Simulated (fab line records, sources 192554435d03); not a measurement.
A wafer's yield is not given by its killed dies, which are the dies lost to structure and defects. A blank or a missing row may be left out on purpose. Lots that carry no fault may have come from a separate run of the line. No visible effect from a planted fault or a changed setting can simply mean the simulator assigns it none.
Chamber matching | flow n5-finfet | N5_SDB_STRIP_21 on rie-diel-06 has 4 sister chambers
The step strips in CF4. 8 wafers are shown with their chamber, then 11 later ones without.

## WAFERS PAIRED WITH THEIR CHAMBERS
wafer  | chamber | drypump-motor-current-A (A) | showerhead-plenum-p-Torr (Torr)
L082.2 | 3       | 5.2                         | 1.73
L084.6 | 2       | 6.2                         | 1.71
L087.3 | 0       | 5.8                         | 1.85
L087.4 | 1       | 5.4                         | 1.78
L087.5 | 0       | 5.8                         | 1.85
L090.3 | 2       | 6.3                         | 1.71
L090.4 | 1       | 5.4                         | 1.78
L090.5 | 3       | 5.2                         | 1.72

## WAFERS WHOSE CHAMBER IS MISSING
wafer  | drypump-motor-current-A (A) | showerhead-plenum-p-Torr (Torr)
L092.1 | 5.2                         | 1.72
L092.2 | 5.4                         | 1.78
L092.5 | 5.4                         | 1.78
L093.1 | 5.8                         | 1.85
L093.2 | 5.4                         | 1.78
L093.5 | 5.8                         | 1.85
L094.1 | 5.4                         | 1.78
L094.2 | 5.2                         | 1.72
L094.4 | 5.8                         | 1.85
L097.1 | 5.5                         | 1.77
L097.4 | 5.2                         | 1.72

## CHAMBER TAKEN BY EACH
wafer  | from the rows above | in truth
L092.1 | 3                   | 3
L092.2 | 1                   | 1
L092.5 | 1                   | 1
L093.1 | 0                   | 0
L093.2 | 1                   | 1
L093.5 | 0                   | 0
L094.1 | 1                   | 1
L094.2 | 3                   | 3
L094.4 | 0                   | 0
L097.1 | 1                   | 1
L097.4 | 3                   | 3
11 of 11 placed correctly. Number that these rows cannot place: 0. 0 placed wrongly.
How it was worked out, from the rows above alone: a wafer's distance from a chamber is the root of the sum, over the readings, of the square of ((its reading less the chamber's mean) divided by the reading's scatter). If the next closest chamber is less than 2 further off than the closest, the wafer can't be placed; otherwise it belongs to the closest. A chamber's mean is the mean of its shown wafers. The scatter is the square root of a quotient: the sum, over the shown wafers, of each reading's squared deviation from its chamber's mean, divided by wafers minus chambers.
